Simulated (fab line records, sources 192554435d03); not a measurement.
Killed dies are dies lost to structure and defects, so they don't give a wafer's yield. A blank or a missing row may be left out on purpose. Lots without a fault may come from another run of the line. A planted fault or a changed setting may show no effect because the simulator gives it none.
A struck lot beside a sound one | flow n5_finfet | 14 steps out of a route of 1938
Sound: wafers L841.3, L841.4, L841.6. Struck: wafers L835.2, L835.5, L835.6. The cause comes at the end.
At each step with rows: each side's tool, then ch and its chambers, then its first start. Under that, the readings that differ: sound wafers | struck wafers | difference of the means | sigmas: that difference in standard deviations of wafers without a fault.
alike: readings whose means differ by less than 2 such deviations, and words and numbers that are the same on both sides. not compared: withheld readings, readings that some wafer has no value for, bounds like >300 that may hide the same value, and numbers for which the record gives no deviation and whose values overlap.
The two part at a step that has a row with sigmas, a row that says differs or no value, or rows on one side only. Numbers that don't overlap but have no deviation are shown without sigmas and don't part them. A reading that every wafer of one side lacks parts them only if that side has two wafers or more.

N5_BEOL_M3_RS_MEAS_58: measures by four-point-probe.
  sound on film_metro-01, day 12 02:13; struck on film_metro-02, day 10 11:38
  alike: M3_RS
N5_BEOL_M3_INSPECT_59: inspects for defects (darkfield).
  sound on defect_inspect-02, day 12 02:14; struck on defect_inspect-02, day 10 11:40
  alike: raw_defect_count
N5_BEOL_M4_ILD_DEP_00: deposits SiOC from DEMS/O2, target thk 79 nm, time 15.3 s.
  sound on pecvd-03 ch 0,2, day 12 02:17; struck on pecvd-01 ch 1,2, day 10 11:41
  alike: chamber_pressure_Torr, heater_power_w, showerhead_plenum_p_Torr, throttle_valve_pct
  not compared: since_wet_clean_h
N5_BEOL_M4_THK_MEAS_01:
  sound on film_metro-01, day 12 02:21; struck on film_metro-01, day 10 11:46
  alike: M4_ILD_THK
N5_BEOL_M4_PECVD_72: deposits SiO2 from TEOS/O2, target thk 16 nm, time 18 s.
  sound on pecvd-04 ch 0,1,2, day 12 02:23; struck on pecvd-03 ch 1,2, day 10 11:48
  reading                | sound          | struck         | difference | sigmas
  throttle_valve_pct (%) | 21.4 20.3 21.9 | 23.9 23.7 22.7 | +2.2       | +2
  alike: chamber_pressure_Torr, heater_power_w, showerhead_plenum_p_Torr
  not compared: since_wet_clean_h
N5_BEOL_M4_HM_DEP_02: deposits TiN, target thk 20 nm.
  sound on pvd_sputter-02, day 12 02:26; struck on pvd_sputter-02, day 10 13:42
  alike: chamber_pressure_pa, throttle_valve_pct
then, 6 steps without rows for these wafers: N5_BEOL_M4_COAT_61 (time 60 s, resist thk 60 nm); N5_BEOL_M4_COAT_62 (time 60 s, resist thk 12 nm); N5_BEOL_M4_COAT_73 (time 60 s, resist thk 5 nm); N5_BEOL_M4_COAT_05 (resist thk 30 nm); N5_BEOL_M4_EBR_07; N5_BEOL_M4_SOFTBAKE_06 (time 60 s).
N5_BEOL_M4_EXPOSE_08: exposes mask M4.
  sound on euv_scanner-01 ch 0, day 12 02:43; struck on euv_scanner-01, day 10 13:58
  no value came back on the struck wafers for dipole_opening_deg (degrees), exposure_dose_mJ_cm2, na, reticle_temp_C (C); on the sound wafers dipole_opening_deg (degrees) reads 79.7 79.7 79.7
  alike: mask
then, 1 step without rows for these wafers: N5_BEOL_M4_PEB_09 (peb time 60 s).

WHERE THEY PART
First at N5_BEOL_M4_PECVD_72; last, within this record, at N5_BEOL_M4_EXPOSE_08.

WHY: what the simulator had put in
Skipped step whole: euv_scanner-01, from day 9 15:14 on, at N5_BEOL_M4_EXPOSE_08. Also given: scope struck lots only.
